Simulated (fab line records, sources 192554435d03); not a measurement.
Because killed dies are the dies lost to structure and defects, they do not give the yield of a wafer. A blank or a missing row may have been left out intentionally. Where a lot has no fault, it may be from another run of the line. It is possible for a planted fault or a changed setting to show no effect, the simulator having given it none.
Lot-split experiment | flow n5_finfet | route with 1938 steps; 7 lots, 21 wafers read

## ON THE SPLIT
At N5_BEOL_M7_PECVD_70 (deposits SiO2 from TEOS/O2, target thk 20 nm, time 22.7 s), the setting temp_c was moved away from the recipe's 400 C on 8 of the 21 wafers read, by -3.9% to +4.0%. For the rest of the wafers, this setting stayed at what the recipe calls for.

## FROM THE SPLIT TO THE READING: what the file shows between them, 7 steps
- N5_BEOL_M7_COAT_71: time 60 s, resist thk 5 nm (also split here: spin_rpm)
- N5_BEOL_M7_DESCUM_33: chemistry O2, time 7 s (also split here: time_s)
- N5_BEOL_M7_ETCH_72: etches underlayer in N2/H2, target depth 6.5 nm, time 5.2 s
- N5_BEOL_M7_ETCH_65: etches SiARC in CF4, target depth 15.6 nm, time 26 s
- N5_BEOL_M7_ETCH_66: etches SOC in N2/H2, target depth 80 nm, overetch 16 nm, time 120 s
- N5_BEOL_M7_STRIP_69: strips in N2/H2
- N5_BEOL_M7_STRIP_80: strips in N2/H2, time 10 s

## THE READING
SiO2_of_BEOL_M7_PECVD_70.thk_nm (the simulator's own value, which no gauge read), in nm, at N5_BEOL_M7_HM_STRIP_39 (strips TiN in peroxide tin strip, target depth 25 nm, time 158 s). There is no usual value for it anywhere in the file. Average 19.9 nm, standard deviation 0.24 nm, over the 13 wafers here run with the recipe.

wafer  | tool, chamber at the split | temp_c as run, C | against the recipe | SiO2_of_BEOL_M7_PECVD_70.thk_nm, nm | against lot-mates on the recipe
L076.2 | pecvd-04, 0                | 400              | recipe             | 20                                  | -
L076.3 | pecvd-04, 2                | 395              | -1.2%              | 20.8                                | +0.8
L076.4 | pecvd-04, 0                | 395              | -1.2%              | 21                                  | +1.0
L081.1 | pecvd-02, 0                | 400              | recipe             | 19.4                                | -
L081.4 | pecvd-02, 0                | 384.2            | -3.9%              | 21.8                                | +2.4
L081.5 | pecvd-02, 1                | 384.2            | -3.9%              | 21.6                                | +2.2
L083.1 | pecvd-04, 1                | 400              | recipe             | 19.8                                | -
L083.2 | pecvd-04, 0,2              | 400              | recipe             | 20.2                                | -
L083.5 | pecvd-04, 0,2              | 400              | recipe             | 20.2                                | -
L091.1 | pecvd-03, 0                | 385.6            | -3.6%              | 21.4                                | +1.8
L091.3 | pecvd-03, 2                | 385.6            | -3.6%              | 21.6                                | +2.0
L091.6 | pecvd-03, 0                | 400              | recipe             | 19.6                                | -
L090.4 | pecvd-04, 0                | 400              | recipe             | 20.2                                | -
L090.5 | pecvd-04, 1                | 400              | recipe             | 20                                  | -
L090.6 | pecvd-04, 2                | 400              | recipe             | 20                                  | -
L093.1 | pecvd-02, 2                | 400              | recipe             | 19.6                                | -
L093.3 | pecvd-02, 0                | 400              | recipe             | 20                                  | -
L093.6 | pecvd-02, 0                | 400              | recipe             | 20                                  | -
L095.1 | pecvd-03, 0                | 415.9            | +4.0%              | 17.6                                | -2.4
L095.6 | pecvd-03, 0                | 415.9            | +4.0%              | 17.6                                | -2.4
L095.5 | pecvd-03, 2                | 400              | recipe             | 20                                  | -
Rows listing several chambers each stand for several wafers; the file does not say which wafer went through which chamber.

FIT RESULTS
A straight line over all 21 wafers: SiO2_of_BEOL_M7_PECVD_70.thk_nm changes by -0.509 nm for each +1% of temp_c; r = -0.97; the points scatter about the line by 0.27 nm.
The same after taking each lot's own level away (the mean of its wafers on the recipe; 21 wafers): -0.58 nm for each +1%; r = -0.99; scatter 0.15 nm.
The reading moves by 2.3 nm for the largest change in temp_c, on that fit.
Across the lots, their own levels run from 19.40 to 20.07 nm, a range of 2.8 times the standard deviation given above.
Hence the slope depends on the lot-to-lot level, as the two fits are not the same.
Check: for one of the wafers moved furthest among these (+4.0%), held out of the fit, the line's prediction against its lot-mates is -2.28 nm. It came out at -2.4 nm against them.

## OTHER SPLITS APPLIED TO THESE WAFERS
Note: prior to the reading, these wafers also went through further splits. Each is held against what the fit with the lots' levels taken away leaves over:
other split on the same wafers | wafers away from the commonest value | r with SiO2_of_BEOL_M7_PECVD_70.thk_nm (lot level and that fit taken away)
N5_BEOL_M6_EXPOSE_08 dose_mj   | 4                                    | +0.06
N5_BEOL_M7_ILD_DEP_00 time_s   | 6                                    | +0.19
N5_BEOL_M7_COAT_71 spin_rpm    | 8                                    | -0.33
N5_BEOL_M7_DESCUM_33 time_s    | 9                                    | +0.19

## THE WHOLE CHAIN: every reading that the file lists as answering this split, in the file's order
step                   | what it does                                                     | reading                                                                          | change (the file's fit)               | r (the file's)
N5_BEOL_M7_PECVD_70    | deposits SiO2 from TEOS/O2, target thk 20 nm, time 22.7 s        | SiO2_of_BEOL_M7_PECVD_70.thk_nm (the simulator's own value, which no gauge read) | -0.565 nm for each +1% of the setting | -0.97
N5_BEOL_M7_HM_STRIP_39 | strips TiN in peroxide tin strip, target depth 25 nm, time 158 s | SiO2_of_BEOL_M7_PECVD_70.thk_nm (the simulator's own value, which no gauge read) | -0.579 nm for each +1% of the setting | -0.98

## THE FILE'S OWN FIT
SiO2_of_BEOL_M7_PECVD_70.thk_nm changes by -0.579 nm for each +1% of temp_c, r = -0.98.
